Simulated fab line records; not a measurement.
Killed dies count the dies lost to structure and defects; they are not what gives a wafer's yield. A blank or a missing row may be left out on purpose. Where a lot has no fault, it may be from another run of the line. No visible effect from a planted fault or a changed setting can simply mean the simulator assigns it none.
fab line records	flow nand_harc
record: lots: 5	wafers: 15	last_day: 33
route steps=1302 shown P_M1@297
lots with no fault: from the same line, run without faults
start_h: hours from the record's opening day to when the first of the lot's shown wafers began	wait_h: how many hours have passed since the lot's step before this one	" the same as in the row above	L1.1+2: several wafers, shown together as one row	- no value, or no start was given	* or withheld: withheld	< > ~ a bound
route shown NAME@n: names a module that has steps shown in the file, with the first one's number in the route	usual: mean and standard deviation over wafers with no fault	same: alike in all rows	chamber/n: place in a boat	sites: per-site readings	_std_site: the values' standard deviation	_edge_site: the outer-site mean with the inner-site mean subtracted	radius_mm: how far each site lies from the wafer's centre	mask NAME#n: copy n	behind: tool/chamber where the wafer was last shaped	hold: what put the lot on hold/how long, in hours/how the hold closed	device: which transistor (n, p or np) failed to switch	end of line: the tests these same wafers got at the end of their route	where a step has no rows: the recipe by itself	killed: count of dies lost to structure and defects at first sort (not the wafer's yield)	map: a wafer's dies, x killed, . not, _ none there
set.NAME: the setting that was run; set.NAME@STEP: the one run at that earlier step	model.NAME: the simulator's own value behind a step, which no gauge read
lots at some steps of the route; a table a step, a row a wafer
services: a tool's chamber out of use, with start hour (start_h, from the record's first day; less than 0 if before it), hours out, and reason
== steps ==
step: NHARC_P_M1_INSPECT_11
usual: raw_defect_count: 5.0/2.9
lot.wafer	tool	chamber	start_h	wait_h	raw_defect_count
L766.1	defect_inspect-01	-	213.92	0.0	1
L766.3	"	-	"	"	8
L766.5	"	-	"	"	4
L769.1	defect_inspect-01	-	243.80	0.0	4
L769.2	"	-	"	"	6
L769.5	"	-	"	"	8
L777.3	defect_inspect-01	-	326.61	0.0	10
L777.4	"	-	"	"	8
L777.6	"	-	"	"	12
L778.1	defect_inspect-02	-	333.98	0.0	3
L778.4	"	-	"	"	4
L778.6	"	-	"	"	9
L780.1	defect_inspect-01	-	363.15	0.0	3
L780.2	"	-	"	"	2
L780.5	"	-	"	"	6
step: NHARC_P_M1_DESCUM_14
recipe: time_s: 3	o2_flow_sccm: 200	ar_flow_sccm: 0	bias_power_w: 0	chemistry: O2
usual: drypump_motor_current_A: 5.7/0.32	oes_product_au: 1.005/0.0095	rf_vpp_V: 57.8/0.78	showerhead_plenum_p_Torr: 1.92/0.078	throttle_valve_pct: 11.310/0.0083
same: bias_power_w: 0
lot.wafer	tool	chamber	start_h	wait_h	drypump_motor_current_A	oes_product_au	rf_hours_counter_h	rf_vpp_V	showerhead_plenum_p_Torr	throttle_valve_pct
L766.1	rie_diel-11	1	213.99	0.1	6.0	1.000	11	56.4	2.02	11.317
L766.3	"	2	"	"	5.2	1.011	11	58.2	2.01	11.323
L766.5	"	0	"	"	5.5	1.005	-	57.4	1.93	11.306
L769.1	rie_diel-11	2	243.86	0.1	5.2	1.012	13	57.5	2.01	11.301
L769.2	"	1	"	"	6.0	1.003	15	58.8	2.01	11.318
L769.5	"	3	"	"	5.9	1.004	-	58.0	2.02	11.306
L777.3	rie_diel-11	3	326.68	0.1	6.0	1.007	6	59.4	2.01	11.308
L777.4	"	0	"	"	5.5	0.984	6	57.8	1.92	11.313
L777.6	"	3	"	"	6.0	0.992	-	59.3	2.01	11.311
L778.1	rie_diel-05	3	334.04	0.1	5.5	1.007	8	56.7	1.86	11.311
L778.6	"	0	"	"	5.5	1.006	-	56.9	1.87	11.309
L778.4	"	2	"	"	5.9	1.015	-	56.5	1.80	11.307
L780.1	rie_diel-07	2	363.22	0.1	6.2	0.990	18	58.2	2.00	11.309
L780.2	"	0	"	"	6.3	0.983	18	58.3	1.83	11.315
L780.5	"	2	"	"	6.1	0.989	-	58.5	2.00	11.314
step: NHARC_P_M1_ETCH_35
recipe: target_depth_a: 400	overetch_a: 120	time_s: 43.94	ion_energy_ev: 200	n2_flow_sccm: 150	h2_flow_sccm: 150	ar_flow_sccm: 0	rf_w: 400	bias_w: 150	chemistry: N2/H2
step: NHARC_P_M1_ETCH_15
recipe: target_depth_a: 1825	time_s: 91.2	c4f8_flow_sccm: withheld	ar_flow_sccm: 400	rf_w: 600	bias_w: 300	chemistry: C4F8/Ar
usual: oes_product_au: 0.962/0.02	rf_fwd_power_W: 596.0/1.9	rf_vpp_V: 441.1/2.5
lot.wafer	tool	chamber	start_h	wait_h	oes_product_au	rf_fwd_power_W	rf_hours_counter_h	rf_vpp_V
L766.1	rie_diel-11	3	-	-	0.967	598.0	11	442.6
L766.3	"	0	"	"	0.953	598.0	11	440.2
L766.5	"	1	"	"	0.967	597.6	-	445.2
L769.2	rie_diel-11	1	-	-	0.984	595.2	15	443.7
L769.1	"	0	"	"	0.989	598.1	15	442.1
L769.5	"	1	"	"	0.977	597.8	-	445.0
L777.4	rie_diel-11	1	-	-	0.984	598.0	6	442.4
L777.3	"	3	"	"	0.968	592.2	6	444.4
L777.6	"	0	"	"	0.977	595.4	-	440.8
L778.1	rie_diel-05	0	-	-	0.933	595.9	8	441.4
L778.4	"	3	"	"	0.931	594.9	-	438.4
L778.6	"	2	"	"	0.933	595.0	-	438.9
L780.1	rie_diel-07	2	-	-	0.946	594.6	18	442.9
L780.2	"	3	"	"	0.961	594.3	19	443.2
L780.5	"	1	"	"	0.966	594.9	-	439.8
step: NHARC_P_M1_CD_MEAS_16
usual: cd_nm: 130.2/0.84
lot.wafer	tool	chamber	start_h	wait_h	cd_nm
L766.1	cd_sem-03	-	214.28	-	128.2
L766.3	"	-	"	"	131.4
L766.5	"	-	"	"	128.7
L769.1	cd_sem-03	-	244.17	-	130.9
L769.2	"	-	"	"	129.5
L769.5	"	-	"	"	130.8
L777.3	cd_sem-01	-	326.98	-	129.5
L777.4	"	-	"	"	129.5
L777.6	"	-	"	"	129.1
L778.1	cd_sem-02	-	334.40	-	130.3
L778.4	"	-	"	"	130.4
L778.6	"	-	"	"	129.6
L780.1	cd_sem-01	-	363.52	-	130.5
L780.2	"	-	"	"	130.7
L780.5	"	-	"	"	130.8
step: NHARC_P_M1_STRIP_18
recipe: power_w: 1000	n2_flow_sccm: 150	h2_flow_sccm: 150	ar_flow_sccm: 0	bias_w: 0	chemistry: N2/H2
usual: drypump_motor_current_A: 5.7/0.37	oes_product_au: 1.003/0.011	rf_fwd_power_W: 997/3.1	rf_vpp_V: 90.8/0.89	showerhead_plenum_p_Torr: 2.06/0.082	throttle_valve_pct: 14.171/0.0091
lot.wafer	tool	chamber	start_h	wait_h	drypump_motor_current_A	oes_product_au	rf_fwd_power_W	rf_hours_counter_h	rf_vpp_V	showerhead_plenum_p_Torr	throttle_valve_pct
L766.3	rie_diel-07	2	214.36	0.1	6.2	0.996	1004	29	90.3	2.15	14.177
L766.1	"	0	"	"	6.3	0.989	995	30	90.2	1.97	14.150
L766.5	"	3	"	"	4.9	0.984	1001	-	91.8	2.13	14.178
L769.2	rie_diel-11	3	244.27	0.1	6.0	1.018	998	14	90.6	2.15	14.173
L769.1	"	0	"	"	5.5	1.013	996	15	89.6	2.05	14.165
L769.5	"	2	"	"	5.2	1.008	993	-	90.8	2.14	14.152
L777.3	rie_diel-05	3	327.12	0.1	5.4	1.020	994	8	90.5	1.98	14.161
L777.4	"	2	"	"	5.8	1.016	995	-	91.4	1.92	14.173
L777.6	"	3	"	"	5.4	1.019	998	-	91.8	1.98	14.175
L778.1	rie_diel-05	3	334.54	0.1	5.5	1.020	998	9	89.4	1.98	14.167
L778.6	"	0	"	"	5.5	1.012	990	-	89.6	2.00	14.168
L778.4	"	2	"	"	5.8	1.006	995	-	90.6	1.92	14.169
L780.2	rie_diel-07	0	363.59	0.1	6.3	0.991	994	18	91.0	1.95	14.178
L780.1	"	1	"	"	5.8	0.995	998	17	89.0	2.02	14.172
L780.5	"	0	"	"	6.3	0.986	996	-	91.8	1.95	14.157
step: NHARC_P_M1_ETCH_28
recipe: target_depth_a: 300	over_etch_frac: 0.3	time_s: 72.99	ion_energy_ev: 150	cf4_flow_sccm: 50	n2_flow_sccm: 100	ar_flow_sccm: 150	rf_w: 300	bias_w: 100	chemistry: CF4/N2
step: NHARC_P_M1_STRIP_19
recipe: time_s: 600	temp_c: 30	chemistry: post_etch_residue_remover
step: NHARC_P_M1_DEGAS_29
recipe: temp_c: 250	time_s: 60
usual: heater_power_w: 319/40
lot.wafer	tool	chamber	start_h	wait_h	heater_power_w
L766.3	pvd_sputter-02	-	215.00	-	341
L766.1	"	-	"	"	270
L766.5	"	-	"	"	334
L769.1	pvd_sputter-01	-	244.89	-	399
L769.2	"	-	"	"	276
L769.5	"	-	"	"	291
L777.4	pvd_sputter-03	-	327.76	-	308
L777.3	"	-	"	"	295
L777.6	"	-	"	"	303
L778.4	pvd_sputter-02	-	335.17	-	302
L778.1	"	-	"	"	324
L778.6	"	-	"	"	326
L780.2	pvd_sputter-03	-	364.24	-	360
L780.1	"	-	"	"	319
L780.5	"	-	"	"	301
step: NHARC_P_M1_PRE_CLEAN_30
recipe: time_s: 30	temp_c: 280	gas: H2/He
step: NHARC_P_M1_PVD_20
recipe: target_thk_a: 50	bias_v: 168.6	power_w: 15000	chamber_pressure_pa: 0.12	time_s: 8.06	substrate_temp_c: 50	material: TaN
usual: throttle_valve_pct: 30.5/0.79
lot.wafer	tool	chamber	start_h	wait_h	throttle_valve_pct
L766.3	pvd_sputter-02	-	-	-	30.1
L766.1	"	-	"	"	30.8
L766.5	"	-	"	"	30.0
L769.2	pvd_sputter-01	-	-	-	31.8
L769.1	"	-	"	"	29.4
L769.5	"	-	"	"	31.6
L777.3	pvd_sputter-03	-	-	-	30.1
L777.4	"	-	"	"	29.7
L777.6	"	-	"	"	29.9
L778.4	pvd_sputter-02	-	-	-	31.0
L778.1	"	-	"	"	31.4
L778.6	"	-	"	"	30.8
L780.1	pvd_sputter-03	-	-	-	29.9
L780.2	"	-	"	"	31.2
L780.5	"	-	"	"	29.9
step: NHARC_P_M1_PVD_21
recipe: target_thk_a: 300	chamber_pressure_pa: 5	power_w: 5000	substrate_temp_c: 30	time_s: 20.49	material: Cu
step: NHARC_P_M1_ECD_22
recipe: target_thk_a: 4000	bath_temp_c: 25	material: Cu
lot.wafer	tool	chamber	start_h	wait_h
L766.1+3+5	ecd_cu-01	1	215.35	-
L769.1+2+5	ecd_cu-01	0,1,1	245.24	-
L777.3+4+6	ecd_cu-02	0,1,0	328.22	-
L778.1+4+6	ecd_cu-02	0	335.58	-
L780.2+1+5	ecd_cu-01	1,0,0	364.59	-
step: NHARC_P_M1_ANNEAL_31
recipe: temp_c: 225	time_s: 90
step: NHARC_P_M1_CMP_23
recipe: t_overpolish_s: 20	target_thk_nm: 157.82
usual: motor_current_A: 11.7/1.3	slurry_filter_dp_kPa: 13.50/0.13	time_to_endpoint_s: 29.7/2.6
lot.wafer	tool	chamber	start_h	wait_h	motor_current_A	slurry_filter_dp_kPa	time_to_endpoint_s
L766.3	cmp-01	3	216.07	-	12.3	13.63	27.1
L766.1	"	0	"	"	10.9	13.64	32.9
L766.5	"	3	"	"	12.6	13.27	28.9
L769.2	cmp-03	1	245.96	-	10.6	13.47	34.1
L769.1	"	0	"	"	13.5	13.50	27.8
L769.5	"	2	"	"	11.7	13.27	16.0
L777.4	cmp-01	3	328.93	-	12.1	13.42	28.0
L777.3	"	0	"	"	11.3	13.66	32.4
L777.6	"	1	"	"	11.8	13.49	31.6
L778.4	cmp-03	3	336.26	-	10.2	13.46	33.6
L778.1	"	0	"	"	12.7	13.39	27.8
L778.6	"	0	"	"	13.5	13.50	29.4
L780.2	cmp-03	0	365.34	-	13.5	13.41	23.6
L780.1	"	2	"	"	11.8	13.36	26.1
L780.5	"	0	"	"	13.4	13.33	23.2
step: NHARC_P_M1_THK_MEAS_24
recipe: thk_meas_gauge: xrf
usual: thk_nm: 158.1/1.3
lot.wafer	tool	chamber	start_h	wait_h	thk_nm
L766.1	film_metro-01	-	216.38	-	157.6
L766.3	"	-	"	"	156.2
L766.5	"	-	"	"	157.6
L769.1	film_metro-02	-	246.27	-	156.0
L769.2	"	-	"	"	159.1
L769.5	"	-	"	"	158.2
L777.3	film_metro-01	-	329.19	-	159.9
L777.4	"	-	"	"	158.5
L777.6	"	-	"	"	161.4
L778.1	film_metro-02	-	336.57	-	156.8
L778.4	"	-	"	"	157.0
L778.6	"	-	"	"	158.4
L780.1	film_metro-02	-	365.63	-	158.3
L780.2	"	-	"	"	157.0
L780.5	"	-	"	"	155.5
== services ==
tool	chamber	start_h	hours	kind
pvd_sputter-03	-	221.26	2.6	repair
ecd_cu-01	-	225.51	2.1	repair
rie_diel-05	-	229.60	9.0	pm
rie_diel-07	3	232.36	14.8	repair
pvd_sputter-01	-	234.51	10.0	pm
ecd_cu-02	-	244.00	8.0	pm
cmp-01	-	245.15	0.9	repair
rie_diel-11	-	255.50	9.0	pm
cmp-03	-	260.13	4.0	pm
rie_diel-07	0	277.15	2.7	repair
pvd_sputter-01	-	278.15	4.0	repair
rie_diel-07	2	278.56	3.8	repair
pvd_sputter-02	-	282.00	10.0	pm
rie_diel-07	-	283.07	2.8	repair
rie_diel-07	-	296.84	9.0	pm
rie_diel-05	0	308.75	11.0	repair
rie_diel-05	1	322.31	14.9	repair
rie_diel-07	-	324.89	12.4	repair
ecd_cu-01	-	336.00	8.0	pm
pvd_sputter-03	-	348.00	10.0	pm
cmp-03	-	353.46	0.5	repair
cmp-03	-	354.48	1.9	repair
cmp-03	-	358.13	4.0	pm
pvd_sputter-03	-	362.61	1.3	repair
== key ==
first_sign: step: NHARC_P_M1_CMP_23	reading: time_to_endpoint_s	direction: down	sigmas: 5.2	usual: *	struck: *
effect none on later readings
met_at NHARC_P_M1_ECD_22
struck_wafers L769.5
onset_between 215.35 245.24
fault: kind: process_parameter_drift	tool: ecd_cu-01	chamber: -	onset_h: 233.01	steps: NHARC_P_M1_ECD_22	channel: target_thk_a	offset: *	shape: step	end_h: 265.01	scope: struck_wafers_only	acts_in: *	stated: *
